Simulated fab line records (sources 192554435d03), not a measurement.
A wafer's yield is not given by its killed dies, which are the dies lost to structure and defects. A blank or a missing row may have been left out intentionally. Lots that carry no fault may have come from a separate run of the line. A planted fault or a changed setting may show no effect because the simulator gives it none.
Split-lot experiment ; flow n5_finfet ; route with 1938 steps; 7 lots, 39 wafers read

## ON THE SPLIT
At N5_GATE_CUT_ETCH_58 (etches SiNx in CH3F/O2, target depth 17 nm, time 128.6 s), the setting target_depth_a was moved away from the recipe's 170 angstrom on 15 of the 39 wafers read, by -52.4% to +20.9%. For the rest of the wafers, this setting stayed at what the recipe calls for.

The reading comes from the split's own step.

## THE READING
SiNx_of_SDB_ALD_29.thk_nm (the simulator's own value, which no gauge read), in nm, at N5_GATE_CUT_ETCH_58 (etches SiNx in CH3F/O2, target depth 17 nm, time 128.6 s). There is no usual value for it anywhere in the file. Average 24.6 nm, standard deviation 0.16 nm, over the 24 wafers here run with the recipe.

wafer;tool, chamber at the split;target_depth_a as run, angstrom;against the recipe;SiNx_of_SDB_ALD_29.thk_nm, nm;against lot-mates on the recipe
L074.1;rie_diel-01, 0;170;recipe;24.6;-
L074.2;rie_diel-01, 2;170;recipe;24.6;-
L074.3;rie_diel-01, 1;141.7;-16.6%;25;+0.4
L074.4;rie_diel-01, 3;170;recipe;24.6;-
L074.5;rie_diel-01, 3;141.7;-16.6%;25;+0.4
L074.6;rie_diel-01, 2;141.7;-16.6%;25.2;+0.6
L077.1;rie_diel-03, 1;205.6;+20.9%;24.4;-0.1
L077.2;rie_diel-03, 0;170;recipe;24.6;-
L077.3;rie_diel-03, 3;170;recipe;24.2;-
L077.4;rie_diel-03, 2;205.6;+20.9%;24.2;-0.3
L077.5;rie_diel-03, 3;170;recipe;24.8;-
L077.6;rie_diel-03, 0;205.6;+20.9%;24;-0.5
L079.2;rie_diel-03, 2;170;recipe;24.8;-
L079.4;rie_diel-03, 1;170;recipe;24.6;-
L079.6;rie_diel-03, 2;170;recipe;24.4;-
L085.1;rie_diel-06, 0;170;recipe;24.8;-
L085.2;rie_diel-06, 3;119;-30.0%;25.4;+0.7
L085.3;rie_diel-06, 2;170;recipe;24.6;-
L085.4;rie_diel-06, 3;119;-30.0%;25.4;+0.7
L085.5;rie_diel-06, 0;119;-30.0%;25.6;+0.9
L085.6;rie_diel-06, 2;170;recipe;24.6;-
L090.1;rie_diel-01, 0;80.87;-52.4%;25.8;+1.3
L090.2;rie_diel-01, 2;170;recipe;24.6;-
L090.3;rie_diel-01, 3;170;recipe;24.2;-
L090.4;rie_diel-01, 1;80.87;-52.4%;26;+1.5
L090.5;rie_diel-01, 2;80.87;-52.4%;26;+1.5
L090.6;rie_diel-01, 1;170;recipe;24.6;-
L091.1;rie_diel-06, 1;170;recipe;24.4;-
L091.2;rie_diel-06, 0;170;recipe;24.6;-
L091.3;rie_diel-06, 3;170;recipe;24.6;-
L091.4;rie_diel-06, 2;98.27;-42.2%;25.4;+0.9
L091.5;rie_diel-06, 0;98.27;-42.2%;25.8;+1.3
L091.6;rie_diel-06, 1;98.27;-42.2%;25.8;+1.3
L093.1;rie_diel-03, 3;170;recipe;24.6;-
L093.5;rie_diel-03, 3;170;recipe;24.6;-
L093.2;rie_diel-03, 2;170;recipe;24.8;-
L093.3;rie_diel-03, 1;170;recipe;24.4;-
L093.4;rie_diel-03, 0;170;recipe;24.4;-
L093.6;rie_diel-03, 0;170;recipe;24.6;-

THE FIT
A straight line over all 39 wafers: SiNx_of_SDB_ALD_29.thk_nm changes by -0.0256 nm for each +1% of target_depth_a; r = -0.95; the points scatter about the line by 0.16 nm.
The same after taking each lot's own level away (the mean of its wafers on the recipe; 39 wafers): -0.026 nm for each +1%; r = -0.96; scatter 0.16 nm.
Per that fit: largest target_depth_a move, reading shift of 1.4 nm.
The lots' own levels span 24.47 to 24.67 nm, that is 1.3 times the standard deviation above.
Hence the lot-to-lot level has little effect on the slope; both slopes agree.
Check: for one of the wafers moved furthest among these (-52.4%), held out of the fit, the line's prediction against its lot-mates is +1.4 nm. Against them it came out at +1.33 nm.

## THESE WAFERS: OTHER SPLITS
Before the reading, these wafers also passed through other splits. Each is held against what the fit with the lots' levels taken away leaves over:
other split on the same wafers;wafers away from the commonest value;r with SiNx_of_SDB_ALD_29.thk_nm (lot level and that fit taken away)
N5_DUMMY_GATE_ETCH_31 target_depth_a;15;+0.07

## THE WHOLE CHAIN: every reading that the file lists as answering this split, in the file's order
step;what it does;reading;change (the file's fit);r (the file's)
N5_GATE_CUT_ETCH_58;etches SiNx in CH3F/O2, target depth 17 nm, time 128.6 s;etch.depth_nm (the simulator's own value, which no gauge read);+0.167 nm for each +1% of the setting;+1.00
N5_GATE_CUT_ETCH_58;etches SiNx in CH3F/O2, target depth 17 nm, time 128.6 s;SiNx_of_SDB_ALD_29.thk_nm (the simulator's own value, which no gauge read);-0.0266 nm for each +1% of the setting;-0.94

## FILE'S OWN FIT
SiNx_of_SDB_ALD_29.thk_nm changes by -0.0266 nm for each +1% of target_depth_a, r = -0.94.
